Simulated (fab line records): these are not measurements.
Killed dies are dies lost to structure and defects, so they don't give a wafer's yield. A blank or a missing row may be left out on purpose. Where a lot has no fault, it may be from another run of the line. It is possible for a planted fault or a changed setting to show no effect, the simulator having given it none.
fab line records    flow n5_finfet
record: lots: 7  wafers: 21  last_day: 17
route steps=1938 shown BEOL_M8@1359 PASSIVATION@1936
lots untouched by any fault: they come from a run of this same line in which no faults occurred
start_h: hours from the record's first day to the start of the lot's first wafer shown    wait_h: hours elapsed since this lot's preceding step    " repeats the value in the row above    L1.1+2: a single row standing in for several wafers    - either no value or no given start    * or withheld: withheld    < > ~ a bound
route shown NAME@n: names a module that has steps shown in the file, with the first one's number in the route    usual: mean and standard deviation over wafers with no fault    same: alike in all rows    chamber/n: place in a boat    sites: readings site by site    _std_site: how widely they spread, as a standard deviation    _edge_site: mean of outer sites minus mean of inner sites    radius_mm: how far each site lies from the wafer's centre    mask NAME#n: copy n    behind: tool/chamber where the wafer was last shaped    hold: reason for holding the lot/hours on hold/outcome of the hold    device: transistor that didn't switch, given as n, p or np    end of line: at the end of the route, the tests of the same wafers    for a step that has no rows: nothing shown but its recipe    killed: dies that structure and defects cost at the first sort, which is not the same as the wafer's yield    map: a wafer's dies, marking killed ones x, the rest . and places with no die _
set.NAME: the run value of the setting; set.NAME@STEP: its run value at that earlier step    model.NAME: the simulator's own value behind a step, which no gauge read
lots seen at some steps along the route; tables by step, rows by wafer
services: a tool's chamber out of use, with start hour (start_h, from the record's first day; less than 0 if before it), hours out, and reason
== steps ==
step: N5_BEOL_M8_COAT_22
recipe: resist: CAR-EUV  spin_rpm: 1500  resist_thk_nm: 30
step: N5_BEOL_M8_EBR_24
recipe: solvent: PGMEA  ebr_width_mm: 1.5
step: N5_BEOL_M8_SOFTBAKE_23
recipe: temp_c: 110  time_s: 60  resist: CAR-EUV
step: N5_BEOL_M8_EXPOSE_25
recipe: mask_id: V7  na: 0.33  source_shape: annular  sigma_inner: 0.4  sigma_outer: 0.8  polarization: unpolarized  target_cd_nm: 40  dose_mj: 42.5
step: N5_BEOL_M8_PEB_26
recipe: peb_temp_c: 100  peb_time_s: 60  resist: CAR-EUV
step: N5_BEOL_M8_DEVELOP_27
recipe: develop_time_s: 30  developer: TMAH  resist: CAR-EUV  rinse_liquid: surfactant_rinse  dry: air_spin  dev_temp_c: 23
step: N5_BEOL_M8_CD_MEAS_28
recipe: target_cd_nm: 40  landing_energy_ev: 500  detector: se_inlens
usual: cd_nm: 40.05/0.26
lot.wafer  tool       chamber  start_h  wait_h  cd_nm
L768.3     cd_sem-01  0        236.34   -       39.65
L768.4     "          0        "        "       39.90
L768.5     "          0        "        "       40.17
L773.1     cd_sem-01  0        266.40   -       40.44
L773.2     "          0        "        "       40.11
L773.3     "          0        "        "       40.04
L776.1     cd_sem-02  0        293.34   -       40.47
L776.3     "          0        "        "       40.24
L776.6     "          0        "        "       39.83
L778.2     cd_sem-01  0        299.82   -       39.85
L778.5     "          0        "        "       39.73
L778.6     "          0        "        "       39.63
L783.3     cd_sem-01  0        318.39   -       40.22
L783.4     "          0        "        "       40.10
L783.5     "          0        "        "       39.99
L781.1     cd_sem-01  0        318.56   -       40.38
L781.3     "          0        "        "       40.05
L781.6     "          0        "        "       40.10
L779.1     cd_sem-03  0        318.61   -       40.16
L779.2     "          0        "        "       40.26
L779.6     "          0        "        "       40.14
step: N5_BEOL_M8_OVL_MEAS_29
recipe: points_per_wafer: 522
usual: V7_OVL: -0.2/0.89
lot.wafer  tool        chamber  start_h  wait_h  V7_OVL[nm]
L768.3     overlay-01  0        236.38   0.0     -1.7
L768.4     "           0        "        "       -0.1
L768.5     "           0        "        "       0.2
L773.1     overlay-01  0        266.43   0.0     -2.4
L773.2     "           0        "        "       -1.1
L773.3     "           0        "        "       -2.3
L776.1     overlay-01  0        293.37   0.0     -0.7
L776.3     "           0        "        "       -0.9
L776.6     "           0        "        "       -0.7
L778.2     overlay-02  0        299.85   0.0     -0.9
L778.5     "           0        "        "       -1.3
L778.6     "           0        "        "       -1.3
L783.3     overlay-01  0        318.43   0.0     0.5
L783.4     "           0        "        "       1.3
L783.5     "           0        "        "       2.2
L781.1     overlay-01  0        318.59   0.0     -1.2
L781.3     "           0        "        "       -1.2
L781.6     "           0        "        "       0.2
L779.1     overlay-01  0        318.64   0.0     -1.8
L779.2     "           0        "        "       0.0
L779.6     "           0        "        "       -0.4
step: N5_BEOL_M8_INSPECT_30
recipe: mode: adi  inspect_instrument: brightfield
usual: raw_defect_count: 393/100
lot.wafer  tool               chamber  start_h  wait_h  raw_defect_count
L768.3     defect_inspect-01  -        236.43   0.0     324
L768.4     "                  -        "        "       348
L768.5     "                  -        "        "       337
L773.1     defect_inspect-01  -        266.49   0.1     627
L773.2     "                  -        "        "       458
L773.3     "                  -        "        "       525
L776.1     defect_inspect-01  -        293.43   0.1     373
L776.3     "                  -        "        "       281
L776.6     "                  -        "        "       335
L778.2     defect_inspect-02  -        299.91   0.0     312
L778.5     "                  -        "        "       294
L778.6     "                  -        "        "       338
L783.3     defect_inspect-01  -        318.48   0.0     429
L783.4     "                  -        "        "       433
L783.5     "                  -        "        "       375
L781.1     defect_inspect-01  -        318.65   0.1     366
L781.3     "                  -        "        "       327
L781.6     "                  -        "        "       363
L779.1     defect_inspect-01  -        318.70   0.1     327
L779.2     "                  -        "        "       300
L779.6     "                  -        "        "       304
step: N5_BEOL_M8_DESCUM_33
recipe: chemistry: O2  time_s: 7  source_power_w: 50  bias_power_w: 20  pressure_mtorr: 20  rf_frequency_hz: 2.712e+07  temp_c: 40  resist: CAR-EUV  o2_flow_sccm: 225
usual: drypump_motor_current_A: 5.7/0.53  oes_product_au: 0.83/0.07  rf_vpp_V: 243.2/1.4  showerhead_plenum_p_Torr: 2.11/0.075  throttle_valve_pct: 20.37/0.14
lot.wafer  tool         chamber  start_h  wait_h  drypump_motor_current_A  oes_product_au  rf_hours_counter_h  rf_vpp_V  showerhead_plenum_p_Torr  throttle_valve_pct
L768.3     rie_diel-05  3        236.46   0.0     5.7                      0.87            30                  240.7     2.05                      20.62
L768.4     "            2        "        "       6.5                      0.86            -                   245.1     2.21                      20.28
L768.5     "            3        "        "       5.7                      0.88            -                   243.0     2.05                      20.61
L773.1     rie_diel-06  1        266.65   0.2     5.6                      0.91            16                  244.1     2.16                      20.47
L773.2     "            2        "        "       6.4                      0.86            64                  246.0     2.24                      20.46
L773.3     "            0        "        "       4.8                      0.82            82                  240.8     2.03                      20.31
L776.1     rie_diel-05  3        293.46   0.0     5.7                      0.86            50                  243.1     2.04                      20.65
L776.3     "            1        "        "       5.5                      0.94            21                  242.5     2.08                      20.35
L776.6     "            2        "        "       6.5                      0.83            -                   245.1     2.20                      20.30
L778.2     rie_diel-05  2        299.94   0.0     6.5                      0.84            73                  245.8     2.20                      20.31
L778.5     "            1        "        "       5.5                      0.93            -                   241.3     2.08                      20.35
L778.6     "            2        "        "       6.5                      0.83            -                   245.0     2.20                      20.32
L783.3     rie_diel-06  1        318.75   0.3     5.5                      0.86            36                  243.3     2.15                      20.50
L783.4     "            0        "        "       4.8                      0.80            99                  241.9     2.02                      20.33
L783.5     "            2        "        "       6.4                      0.83            -                   245.8     2.23                      20.48
L781.1     rie_diel-05  2        318.78   0.1     6.5                      0.81            81                  243.8     2.20                      20.32
L781.3     "            0        "        "       5.5                      0.75            155                 241.2     2.00                      20.33
L781.6     "            0        "        "       5.4                      0.74            -                   241.4     2.00                      20.36
L779.1     rie_diel-02  1        318.78   0.1     5.3                      0.71            225                 242.7     2.07                      20.42
L779.2     "            0        "        "       5.5                      0.73            185                 243.3     2.05                      20.22
L779.6     "            1        "        "       5.3                      0.71            -                   241.6     2.07                      20.43
step: N5_BEOL_M8_ETCH_72
recipe: chemistry: N2/H2  target: underlayer  target_depth_a: 65  mask_material: CAR-EUV  time_s: 5.2  ion_energy_ev: 200  pressure_mtorr: 30  source_w: 840  bias_w: 150  n2_flow_sccm: 200  h2_flow_sccm: 200  ends: cleared
usual: bias_w: 150.0/0.48  drypump_motor_current_A: 5.7/0.53  etch_rf_on_time_s: 5.24/0.17  oes_product_au: 0.70/0.056  rf_fwd_power_W: 819.5/2.8  rf_vpp_V: 524.0/2.8  showerhead_plenum_p_Torr: 2.55/0.084  throttle_valve_pct: 17.73/0.26
lot.wafer  tool         chamber  start_h  wait_h  bias_w  drypump_motor_current_A  etch_rf_on_time_s  oes_product_au  rf_fwd_power_W  rf_hours_counter_h  rf_vpp_V  showerhead_plenum_p_Torr  throttle_valve_pct
L768.3     rie_diel-05  3        236.49   0.0     149.5   5.8                      5.37               0.75            817.9           30                  520.6     2.49                      18.02
L768.4     "            2        "        "       150.3   6.5                      5.56               0.71            818.0           -                   528.4     2.69                      17.77
L768.5     "            3        "        "       150.1   5.7                      5.42               0.74            817.5           -                   522.3     2.49                      18.03
L773.1     rie_diel-06  1        266.69   0.0     149.8   5.6                      5.20               0.78            819.3           16                  527.4     2.57                      17.46
L773.2     "            2        "        "       150.6   6.4                      5.06               0.72            817.6           64                  528.8     2.68                      17.56
L773.3     "            0        "        "       150.7   4.8                      5.18               0.70            820.2           82                  521.3     2.49                      18.01
L776.1     rie_diel-05  3        293.49   0.0     150.0   5.7                      5.35               0.73            816.0           50                  520.9     2.48                      18.07
L776.3     "            1        "        "       150.5   5.5                      5.04               0.79            816.1           21                  523.0     2.48                      17.54
L776.6     "            2        "        "       149.8   6.5                      5.49               0.68            819.9           -                   528.8     2.68                      17.78
L778.2     rie_diel-05  2        299.98   0.0     150.1   6.5                      5.54               0.69            817.0           73                  527.1     2.68                      17.80
L778.5     "            1        "        "       150.0   5.4                      5.08               0.79            819.8           -                   523.5     2.48                      17.54
L778.6     "            2        "        "       149.7   6.4                      5.51               0.69            821.4           -                   529.2     2.68                      17.76
L783.3     rie_diel-06  1        318.79   0.0     150.2   5.6                      5.14               0.73            827.9           36                  524.5     2.56                      17.49
L783.4     "            0        "        "       149.6   4.9                      5.24               0.69            815.6           99                  520.4     2.48                      18.02
L783.5     "            2        "        "       149.7   6.4                      5.03               0.70            823.6           -                   524.1     2.67                      17.62
L781.1     rie_diel-05  2        318.81   0.0     150.3   6.5                      5.54               0.68            816.9           81                  528.8     2.68                      17.81
L781.3     "            0        "        "       149.4   5.5                      5.37               0.64            821.4           155                 520.2     2.45                      17.98
L781.6     "            0        "        "       149.2   5.4                      5.29               0.64            815.3           -                   520.7     2.45                      17.95
L779.1     rie_diel-02  1        318.82   0.0     150.3   5.3                      5.15               0.61            822.0           225                 521.6     2.51                      17.82
L779.2     "            0        "        "       149.5   5.5                      4.90               0.64            821.7           185                 524.7     2.55                      17.92
L779.6     "            1        "        "       150.3   5.3                      5.18               0.60            819.7           -                   524.6     2.51                      17.83
step: N5_BEOL_M8_ETCH_65
recipe: chemistry: CF4  target: SiARC  target_depth_a: 156  mask_material: CAR-EUV  time_s: 26  ion_energy_ev: 80  pressure_mtorr: 40  source_w: 545  bias_w: 36  Ar_flow_sccm: 100  cf4_flow_sccm: 100  ends: cleared
usual: bias_w: 36.00/0.099  drypump_motor_current_A: 5.7/0.53  etch_rf_on_time_s: 26.2/0.84  oes_product_au: 0.70/0.057  rf_fwd_power_W: 531.8/1.8  rf_vpp_V: 184.1/1.2  showerhead_plenum_p_Torr: 2.15/0.074  throttle_valve_pct: 15.49/0.15
lot.wafer  tool         chamber  start_h  wait_h  bias_w  drypump_motor_current_A  etch_rf_on_time_s  oes_product_au  rf_fwd_power_W  rf_hours_counter_h  rf_vpp_V  showerhead_plenum_p_Torr  throttle_valve_pct
L768.3     rie_diel-05  3        236.51   0.0     35.97   5.8                      27.1               0.74            529.5           30                  182.7     2.08                      15.56
L768.4     "            2        "        "       36.09   6.5                      27.2               0.71            531.6           -                   185.7     2.27                      15.50
L768.5     "            3        "        "       36.08   5.7                      27.2               0.74            532.2           -                   184.8     2.08                      15.57
L773.1     rie_diel-06  1        266.71   0.0     36.16   5.5                      26.0               0.78            529.6           16                  185.3     2.18                      15.45
L773.2     "            2        "        "       35.95   6.4                      25.4               0.73            529.4           64                  186.4     2.26                      15.46
L773.3     "            0        "        "       36.05   4.8                      26.0               0.70            533.5           82                  183.9     2.08                      15.44
L776.1     rie_diel-05  3        293.51   0.0     36.01   5.7                      27.6               0.71            530.4           50                  183.5     2.08                      15.59
L776.3     "            1        "        "       36.10   5.5                      25.2               0.80            536.5           21                  185.4     2.11                      15.27
L776.6     "            2        "        "       35.81   6.5                      27.5               0.69            532.4           -                   184.6     2.27                      15.54
L778.2     rie_diel-05  2        299.99   0.0     35.95   6.5                      27.3               0.70            530.4           73                  186.4     2.27                      15.55
L778.5     "            1        "        "       35.94   5.4                      24.8               0.80            533.2           -                   184.1     2.11                      15.30
L778.6     "            2        "        "       35.86   6.5                      27.5               0.69            531.4           -                   184.6     2.27                      15.55
L783.3     rie_diel-06  1        318.80   0.0     36.08   5.6                      25.4               0.74            532.2           36                  184.8     2.17                      15.51
L783.4     "            0        "        "       36.07   4.8                      25.9               0.68            530.5           99                  182.7     2.07                      15.49
L783.5     "            2        "        "       36.02   6.4                      24.9               0.72            531.6           -                   184.6     2.26                      15.51
L781.1     rie_diel-05  2        318.83   0.0     36.06   6.4                      27.5               0.68            531.8           81                  184.3     2.26                      15.56
L781.3     "            0        "        "       35.93   5.4                      26.7               0.63            530.8           155                 183.8     2.06                      15.58
L781.6     "            0        "        "       36.12   5.4                      26.6               0.64            531.1           -                   183.4     2.06                      15.58
L779.1     rie_diel-02  1        318.83   0.0     36.07   5.3                      26.1               0.61            533.7           225                 184.0     2.14                      15.80
L779.2     "            0        "        "       36.05   5.5                      24.5               0.65            532.9           185                 184.2     2.12                      15.60
L779.6     "            1        "        "       35.94   5.3                      26.2               0.61            534.5           -                   185.5     2.14                      15.79
step: N5_BEOL_M8_ETCH_66
recipe: chemistry: N2/H2  target: SOC  target_depth_a: 800  overetch_a: 160  mask_material: SiARC  temp_c: 40  time_s: 120  ion_energy_ev: 200  pressure_mtorr: 30  source_w: 840  bias_w: 150  n2_flow_sccm: 200  h2_flow_sccm: 200
usual: bias_w: 149.9/0.45  drypump_motor_current_A: 5.7/0.53  oes_product_au: 0.63/0.049  rf_fwd_power_W: 835.4/2.7  rf_vpp_V: 524.2/2.6  showerhead_plenum_p_Torr: 2.55/0.084  throttle_valve_pct: 17.68/0.26
lot.wafer  tool         chamber  start_h  wait_h  bias_w  drypump_motor_current_A  oes_product_au  rf_fwd_power_W  rf_hours_counter_h  rf_vpp_V  showerhead_plenum_p_Torr  throttle_valve_pct  model.SiARC_of_BEOL_M8_COAT_64.thk_nm  model.BEOL_M8.cd_nm
L768.3     rie_diel-05  3        236.54   0.0     149.9   5.7                      0.69            834.6           30                  521.9     2.49                      17.99               6.6                                    40
L768.4     "            2        "        "       149.8   6.5                      0.67            831.2           -                   527.2     2.69                      17.71               6.6                                    39.8
L768.5     "            3        "        "       150.0   5.7                      0.70            833.4           -                   522.7     2.49                      17.99               6.6                                    40.2
L773.1     rie_diel-06  1        266.73   0.0     150.3   5.6                      0.69            840.0           16                  524.2     2.57                      17.42               6.6                                    40.6
L773.2     "            2        "        "       149.3   6.4                      0.64            838.6           64                  529.1     2.68                      17.51               6.2                                    39.8
L773.3     "            0        "        "       149.9   4.8                      0.63            832.9           82                  522.1     2.49                      17.96               6.4                                    39.6
L776.1     rie_diel-05  3        293.54   0.0     150.9   5.7                      0.65            633.3           51                  571.2     2.48                      18.04               7.4                                    40
L776.3     "            1        "        "       149.3   5.5                      0.70            636.3           21                  571.4     2.48                      17.50               7.2                                    40.2
L776.6     "            2        "        "       149.4   6.5                      0.64            634.6           -                   577.6     2.68                      17.74               7.4                                    39.8
L778.2     rie_diel-05  2        300.02   0.0     150.8   6.5                      0.64            635.3           73                  578.8     2.68                      17.76               7.6                                    39.2
L778.5     "            1        "        "       150.3   5.5                      0.70            634.1           -                   572.5     2.48                      17.50               7.2                                    39.8
L778.6     "            2        "        "       149.7   6.5                      0.64            634.0           -                   578.6     2.68                      17.76               7.4                                    39
L783.3     rie_diel-06  1        318.83   0.0     149.9   5.6                      0.66            832.6           36                  526.3     2.56                      17.44               6.6                                    40.6
L783.4     "            0        "        "       150.3   4.8                      0.62            836.0           99                  522.1     2.48                      17.99               6.4                                    40.2
L783.5     "            2        "        "       150.6   6.4                      0.63            835.4           -                   526.7     2.67                      17.55               6                                      39.6
L781.1     rie_diel-05  2        318.86   0.0     150.4   6.5                      0.63            632.6           81                  577.8     2.68                      17.76               7.6                                    39.2
L781.3     "            0        "        "       149.6   5.4                      0.58            640.6           155                 569.5     2.45                      17.90               7.4                                    39.4
L781.6     "            0        "        "       149.5   5.5                      0.58            632.4           -                   569.7     2.45                      17.91               7.4                                    39.4
L779.1     rie_diel-02  1        318.86   0.0     149.9   5.3                      0.54            832.9           225                 523.6     2.51                      17.76               6.4                                    40.2
L779.2     "            0        "        "       150.3   5.5                      0.56            835.2           185                 523.2     2.55                      17.88               6.2                                    40.4
L779.6     "            1        "        "       150.1   5.3                      0.55            832.5           -                   521.5     2.51                      17.78               6.4                                    40.2
step: N5_BEOL_M8_STRIP_69
recipe: chemistry: N2/H2  temp_c: 40  n2_flow_sccm: 200  h2_flow_sccm: 200  rf_frequency_hz: 6e+07
step: N5_BEOL_M8_STRIP_73
recipe: chemistry: N2/H2  temp_c: 40  n2_flow_sccm: 200  h2_flow_sccm: 200  rf_frequency_hz: 6e+07
step: N5_BEOL_M8_VIA_ETCH_34
recipe: chemistry: C4F6/O2  target: SiCOH_lowk  target_depth_a: 1255  mask_material: SOC  taper_deg: 4  time_s: 50.5  ion_energy_ev: 250  pressure_mtorr: 30  source_w: 345  bias_w: 185  Ar_flow_sccm: 300  C4F6_flow_sccm: 10  O2_flow_sccm: 10
usual: O2_flow_sccm: 10.003/0.03  bias_w: 185.0/0.58  drypump_motor_current_A: 5.7/0.53  oes_product_au: 0.83/0.066  rf_fwd_power_W: 341.3/1.2  rf_vpp_V: 665/16  showerhead_plenum_p_Torr: 2.85/0.1  throttle_valve_pct: 20.75/0.16
lot.wafer  tool         chamber  start_h  wait_h  O2_flow_sccm  bias_w  drypump_motor_current_A  oes_product_au  rf_fwd_power_W  rf_hours_counter_h  rf_vpp_V  showerhead_plenum_p_Torr  throttle_valve_pct  model.BEOL_M8.cd_nm
L768.3     rie_diel-05  3        236.64   0.0     10.022        185.0   5.7                      0.88            342.4           30                  679       2.76                      20.89               40
L768.4     "            2        "        "       10.047        184.8   6.5                      0.84            340.0           -                   674       3.01                      20.78               40
L768.5     "            3        "        "       10.002        184.8   5.7                      0.88            341.7           -                   678       2.76                      20.90               40.2
L773.1     rie_diel-06  1        266.83   0.0     9.986         184.6   5.6                      0.90            341.7           16                  635       2.92                      20.90               40.6
L773.2     "            2        "        "       10.050        185.2   6.4                      0.86            341.1           64                  683       2.99                      20.67               39.8
L773.3     "            0        "        "       10.004        184.7   4.8                      0.83            341.1           82                  679       2.73                      20.58               39.8
L776.1     rie_diel-05  3        293.64   0.0     10.044        185.4   5.7                      0.85            340.5           51                  677       2.76                      20.90               39.8
L776.3     "            1        "        "       9.987         184.7   5.4                      0.93            343.1           21                  640       2.80                      20.66               40.2
L776.6     "            2        "        "       10.038        184.7   6.5                      0.82            339.9           -                   674       3.00                      20.83               39.8
L778.2     rie_diel-05  2        300.12   0.0     10.009        185.5   6.5                      0.80            340.7           73                  673       3.00                      20.83               39.2
L778.5     "            1        "        "       9.981         184.3   5.5                      0.92            341.5           -                   639       2.80                      20.67               40
L778.6     "            2        "        "       10.018        185.6   6.5                      0.81            341.5           -                   673       3.00                      20.82               39.2
L783.3     rie_diel-06  1        318.93   0.0     10.017        184.6   5.5                      0.86            342.5           36                  636       2.91                      20.93               40.6
L783.4     "            0        "        "       10.005        184.0   4.8                      0.81            341.9           99                  680       2.72                      20.59               40.2
L783.5     "            2        "        "       10.023        185.7   6.4                      0.85            340.1           -                   681       2.98                      20.69               39.6
L781.1     rie_diel-05  2        318.96   0.0     10.015        185.5   6.4                      0.81            340.6           81                  674       3.00                      20.83               39.4
L781.3     "            0        "        "       10.083        184.6   5.4                      0.75            341.9           155                 663       2.72                      20.75               39.6
L781.6     "            0        "        "       10.023        184.7   5.5                      0.75            341.0           -                   662       2.72                      20.73               39.6
L779.1     rie_diel-02  1        318.96   0.0     9.956         184.8   5.3                      0.70            343.7           225                 678       2.84                      20.99               40.4
L779.2     "            0        "        "       10.039        184.6   5.5                      0.75            339.4           185                 654       2.83                      20.83               40.4
L779.6     "            1        "        "       10.000        185.0   5.3                      0.70            343.5           -                   677       2.84                      20.99               40.4
step: N5_BEOL_M8_STRIP_76
recipe: chemistry: C4F6/O2  resist: SiARC  rf_frequency_hz: 6e+07
step: N5_PASSIVATION_PROBE_49
usual: defect_limited_yield: 91.6/1.4  killed_at_M0_to_M3: 32/9.5  killed_at_M4_up: 13/6  killed_at_contacts: 12/5.6  killed_at_front_end: 39/11  killed_at_other: 2.8/2.3  killed_dies: 99/16  killed_open: 65/12  killed_short: 32/7.6  sort_bin_5_function: 4.8/0.88  sort_bin_6_memory: 3.2/0.65  sort_n_pass: 1077/29  sort_yield_pct: 91.2/2.5
same: gross_dies: 1180  killed_at_back_side: 0  sort_bin_4_leakage[%]: 0  sort_bin_8_speed[%]: 0
lot.wafer  tool       chamber  start_h  wait_h  defect_limited_yield[%]  killed_at_M0_to_M3  killed_at_M4_up  killed_at_contacts  killed_at_front_end  killed_at_other  killed_dies  killed_open  killed_short  sort_bin_5_function[%]  sort_bin_6_memory[%]  sort_n_pass  sort_yield_pct[%]
L773.1     prober-01  -        335.28   0.0     91.5                     31                  12               11                  43                   3                100          58           30            4.7                     2.8                   1080         91.5
L773.2     prober-01  -        335.33   0.1     90.9                     35                  13               20                  39                   0                107          66           36            5.3                     3.3                   1073         90.9
L773.3     prober-01  -        335.38   0.1     89.8                     49                  21               14                  34                   2                120          85           33            5.8                     4.2                   1060         89.8
killed by level:class
L773.1 MOL_CONTACT_COAG:geometric_particle:open=10 BEOL_M0_SAQP:geometric_particle:short=10 FIN_SAQP:geometric_particle:short=9 HKMG_FIN:area_etch=9 STI_FIN_REVEAL:geometric_particle:open=8 BEOL_M0_SAQP:geometric_particle:open=8 FIN_SAQP:geometric_particle:open=6 BEOL_M1:geometric_particle:open=5
L773.2 MOL_CONTACT_COAG:geometric_particle:open=15 BEOL_M0_SAQP:geometric_particle:short=14 FIN_SAQP:geometric_particle:short=8 DUMMY_GATE:geometric_particle:open=7 BEOL_M0_SAQP:geometric_particle:open=7 FIN_SAQP:geometric_particle:open=6 STI_FIN_REVEAL:geometric_particle:open=5 MOL_CONTACT_COAG:geometric_particle:short=5
L773.3 MOL_CONTACT_COAG:geometric_particle:open=14 BEOL_M0_SAQP:geometric_particle:short=13 BEOL_M0_SAQP:geometric_particle:open=11 DUMMY_GATE:geometric_particle:open=8 BEOL_M4:geometric_particle:open=8 FIN_SAQP:geometric_particle:short=7 BEOL_M0:geometric_particle:open=7 BEOL_M2:geometric_particle:open=7
== services ==
tool         chamber  start_h  hours  kind
rie_diel-05  1        216.85   -      clean
rie_diel-05  1        216.85   -      consumable_replace:focus_ring
rie_diel-05  0        231.06   1.6    repair
rie_diel-06  -        236.71   0.9    repair
rie_diel-06  0        252.51   12.0   repair
rie_diel-02  3        262.99   5.7    repair
rie_diel-02  -        271.93   0.3    repair
rie_diel-05  0        291.72   5.4    repair
rie_diel-02  3        294.43   -      clean
rie_diel-02  3        294.43   -      consumable_replace:esc
rie_diel-02  3        294.43   -      consumable_replace:focus_ring
rie_diel-02  3        294.43   26.6   scheduled_down
rie_diel-02  3        294.43   26.6   vent_cycle
rie_diel-06  0        295.00   3.9    repair
== key ==
first_sign: step: N5_BEOL_M8_ETCH_66  reading: rf_fwd_power_W  direction: down  sigmas: 74  usual: *  struck: *
effect: step: N5_BEOL_M8_ETCH_66  reading: rf_vpp_V  direction: up  sigmas: 19  usual: 524.2  struck: 574.1
model_effect: step: N5_BEOL_M8_ETCH_66  value: SiARC_of_BEOL_M8_COAT_64.thk_nm  without: 6.622  struck: 7.4
model_effect: step: N5_BEOL_M8_VIA_ETCH_34  value: BEOL_M8.cd_nm  without: 40.13  struck: 39.64
met_at N5_BEOL_M8_ETCH_66
struck_wafers L776.1,L776.3,L776.6,L778.2,L778.5,L778.6,L781.1,L781.3,L781.6
onset_between 236.54 293.54
fault: kind: process_parameter_drift  tool: rie_diel-05  chamber: -  onset_h: 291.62  steps: N5_BEOL_M8_ETCH_66  channel: source_w  offset: -201.6  shape: step  end_h: 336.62  acts_in: these_recipes_only  stated: 840
